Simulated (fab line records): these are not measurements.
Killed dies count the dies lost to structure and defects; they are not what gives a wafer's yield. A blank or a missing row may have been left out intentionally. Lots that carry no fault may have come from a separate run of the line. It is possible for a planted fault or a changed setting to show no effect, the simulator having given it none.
Chamber matching ; flow n5Finfet ; N5_HKMG_FIN_PWFM_ALD_03 on aldMetal-03: 4 sister chambers
The step deposits TiN, target thk 2 nm, pulse time 1 s, purge time 3 s. 18 wafers are shown with their chamber, then 9 later ones without.

== WAFERS, EACH WITH ITS CHAMBER ==
wafer;chamber;heaterPowerW (W);precursorPulseHeightRel
L077.1;1;1064;1.010
L077.2;2;804;1.010
L077.5;3;984;0.967
L081.2;0;789;1.016
L081.4;3;976;1.059
L081.5;2;800;1.009
L084.2;1;1041;1.044
L084.4;3;963;1.000
L084.6;1;1036;1.009
L086.3;3;943;1.005
L086.4;1;1032;0.983
L086.5;0;770;0.993
L087.3;1;1041;1.002
L087.4;3;954;1.020
L087.5;1;1025;1.007
L091.1;3;949;1.012
L091.2;0;757;0.987
L091.3;2;799;1.023

SIGNATURES, as means of the wafers listed above
reading;chamber 0;chamber 1;chamber 2;chamber 3;scatter within a chamber
heaterPowerW;772.00;1039.83;801.00;961.50;13.9
precursorPulseHeightRel;0.99867;1.00917;1.01400;1.01050;0.0224
Rule: distance of a wafer from a chamber = root of the sum over the readings of ((wafer's reading minus chamber's mean) / reading's scatter) squared. If the next closest chamber is less than 2 further off than the closest, the wafer can't be placed; otherwise it belongs to the closest. The scatter: take each reading less its chamber's mean, square it, sum over the shown wafers, divide by the number of wafers less the number of chambers, and take the root.

== WAFERS MISSING THEIR CHAMBER ==
wafer;heaterPowerW (W);precursorPulseHeightRel
L093.1;777;1.007
L093.2;796;0.975
L093.3;965;0.991
L093.4;1026;0.994
L093.5;1039;1.008
L093.6;800;1.024
L095.2;765;0.978
L095.3;803;0.992
L095.4;951;0.973

== WHICH CHAMBER EACH ONE RAN IN ==
wafer;from the rows above;in truth
L093.1;can't be placed: 0 or 2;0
L093.2;can't be placed: 2 or 0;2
L093.3;3;3
L093.4;1;1
L093.5;1;1
L093.6;can't be placed: 2 or 0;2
L095.2;0;0
L095.3;can't be placed: 2 or 0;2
L095.4;3;3
5 of 9 placed correctly. From these rows, 4 cannot be placed; in 4 the true chamber is one of the candidates. Placed wrongly: 0.
